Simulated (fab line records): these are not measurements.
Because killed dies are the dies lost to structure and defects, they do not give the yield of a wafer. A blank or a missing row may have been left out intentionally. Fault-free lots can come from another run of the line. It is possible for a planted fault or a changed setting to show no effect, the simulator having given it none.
Which tool was responsible?	flow nandHarc	24 lots, 72 wafers sampled, at 2 steps of a route of 1159

== WHAT EACH GAUGE READ, for each wafer ==
NHARC_P_STI_INSPECT_25. Usual: rawDefectCount 225, standard deviation 86.
lot	measured	on	rawDefectCount	flag
L074	day 3 12:03	defectInspect-02	268 137 192	
L075	day 4 01:23	defectInspect-01	157 125 131	
L076	day 4 01:23	defectInspect-02	171 152 189	
L077	day 4 13:50	defectInspect-02	315 181 114	
L078	day 4 18:28	defectInspect-02	263 218 242	
L079	day 4 18:28	defectInspect-01	441 293 289	
L080	day 5 06:22	defectInspect-02	171 127 144	
L081	day 5 12:58	defectInspect-02	279 290 346	
L082	day 5 12:58	defectInspect-01	217 405 312	
L083	day 5 20:21	defectInspect-01	205 142 108	
L084	day 6 05:19	defectInspect-01	253 303 253	
L085	day 6 21:55	defectInspect-01	225 210 206	
L086	day 6 21:54	defectInspect-02	186 91 108	
L087	day 6 21:54	defectInspect-01	225 335 378	
L088	day 7 05:53	defectInspect-01	156 162 195	
L089	day 7 05:54	defectInspect-02	260 200 316	
L090	day 7 16:57	defectInspect-02	176 98 135	
L091	day 7 16:57	defectInspect-01	248 170 176	
L092	day 8 06:44	defectInspect-01	221 187 224	
L093	day 8 18:13	defectInspect-02	323 385 423	
L094	day 8 18:13	defectInspect-01	204 196 98	
L095	day 9 00:02	defectInspect-01	158 226 210	
L096	day 9 06:32	defectInspect-01	350 204 205	
L097	day 9 06:33	defectInspect-02	178 137 225	

== WHAT TOOL EACH LOT RAN ON (gives the tool, then ch and the chambers of the sampled wafers, and finally the start) ==
lot	NHARC_P_ZERO_WELL_DESCUM_54
L074	rieDiel-03 ch 1,3, day 1 17:59
L075	rieDiel-03 ch 0,3, day 2 00:05
L076	rieDiel-11 ch 1,2,3, day 2 05:40
L077	rieDiel-11 ch 0,1,2, day 2 11:58
L078	rieDiel-11 ch 1,2, day 2 18:04
L079	rieDiel-11 ch 0,2,3, day 3 00:05
L080	rieDiel-03 ch 0,2,3, day 3 06:08
L081	rieDiel-11 ch 2,3, day 3 11:56
L082	rieDiel-03 ch 2,3, day 3 17:47
L083	rieDiel-11 ch 1,3, day 3 23:55
L084	rieDiel-03 ch 0,1,3, day 4 05:56
L085	rieDiel-10 ch 0,1,2, day 4 11:51
L086	rieDiel-03 ch 0,2, day 4 18:03
L087	rieDiel-11 ch 1,2,3, day 4 23:48
L088	rieDiel-10 ch 1,2, day 5 05:49
L089	rieDiel-10 ch 1,2, day 5 12:04
L090	rieDiel-11 ch 0,3, day 5 17:39
L091	rieDiel-11 ch 0,2, day 5 23:57
L092	rieDiel-03 ch 1,3, day 6 06:11
L093	rieDiel-10 ch 0,3, day 6 12:10
L094	rieDiel-03 ch 1,2,3, day 6 17:50
L095	rieDiel-10 ch 0,1,2, day 7 00:04
L096	rieDiel-11 ch 0,2, day 7 05:56
L097	rieDiel-10 ch 1,2,3, day 7 11:50
- NHARC_P_ZERO_WELL_DESCUM_54: chemistry O2, time 3 s.

== WHAT THE TOOLS THEMSELVES READ (means of the sampled wafers that have a number; where no wafer has one, the mark that the record gives instead) ==
NHARC_P_ZERO_WELL_DESCUM_54. Usual: drypumpMotorCurrentA 5.8 A, standard deviation 0.55; mfcArSccm 0.007 sccm, standard deviation 0.0092; oesProductAu 0.999 a.u., standard deviation 0.013; rfVppV 57.9 V, standard deviation 0.87; showerheadPlenumPTorr 1.94 Torr, standard deviation 0.079; throttleValvePct 11.311 %, standard deviation 0.0092.
lot	tool	drypumpMotorCurrentA (A)	mfcArSccm (sccm)	oesProductAu (a.u.)	rfVppV (V)	showerheadPlenumPTorr (Torr)	throttleValvePct (%)	flag
L074	rieDiel-03	6.3	0.000	1.006	57.7	1.86	11.308	
L075	rieDiel-03	5.9	0.015	1.009	59.1	2.01	11.316	
L076	rieDiel-11	6.3	0.003	0.988	57.6	1.97	11.310	
L077	rieDiel-11	5.7	0.007	0.993	58.0	1.99	11.317	
L078	rieDiel-11	6.0	0.003	1.000	57.8	1.98	11.308	
L079	rieDiel-11	6.0	0.007	1.000	57.6	1.99	11.314	
L080	rieDiel-03	5.8	0.017	1.012	59.0	1.97	11.309	
L081	rieDiel-11	6.5	0.006	1.002	58.4	1.96	11.315	
L082	rieDiel-03	6.0	0.009	0.997	57.5	1.91	11.309	
L083	rieDiel-11	6.3	0.000	0.986	57.6	1.98	11.323	
L084	rieDiel-03	6.0	0.008	1.011	57.5	1.92	11.313	
L085	rieDiel-10	5.6	0.004	0.998	58.1	1.84	11.311	
L086	rieDiel-03	5.5	0.024	1.011	58.0	2.04	11.313	
L087	rieDiel-11	6.3	0.003	1.000	58.8	1.97	11.311	
L088	rieDiel-10	5.6	0.004	0.978	58.2	1.84	11.313	
L089	rieDiel-10	5.6	0.004	0.984	57.5	1.84	11.318	
L090	rieDiel-11	5.4	0.009	0.991	58.3	2.02	11.322	
L091	rieDiel-11	5.4	0.012	1.001	58.0	2.01	11.309	
L092	rieDiel-03	6.2	0.000	1.000	56.9	1.84	11.309	
L093	rieDiel-10	5.3	0.000	0.997	58.0	1.99	11.308	
L094	rieDiel-03	5.9	0.009	0.998	58.1	1.89	11.317	
L095	rieDiel-10	5.6	0.004	0.996	57.5	1.84	11.305	
L096	rieDiel-11	5.9	0.010	0.990	58.0	1.98	11.309	
L097	rieDiel-10	5.3	0.004	0.995	57.9	1.91	11.312	

== THE ANSWER, worked out from the rows above alone ==
Rule: take the mean of a lot's wafers that have a number; if it is more than 3 standard deviations from the usual mean, the lot is off. A lot without any number at a reading at which 4 lots or more have one is off too. Any other lot the step has rows for is counted as sound. Order of review: gauges by route order, followed by the tools' own readings, for which a lot's mean as printed above is used. The first step at which some lot is off is used, and at that step the reading that is off furthest; a lot without a number counts as furthest.
No lot is off on any of the readings shown, so nothing can be concluded from this.

== WHAT THE SIMULATOR HAD INSERTED ==
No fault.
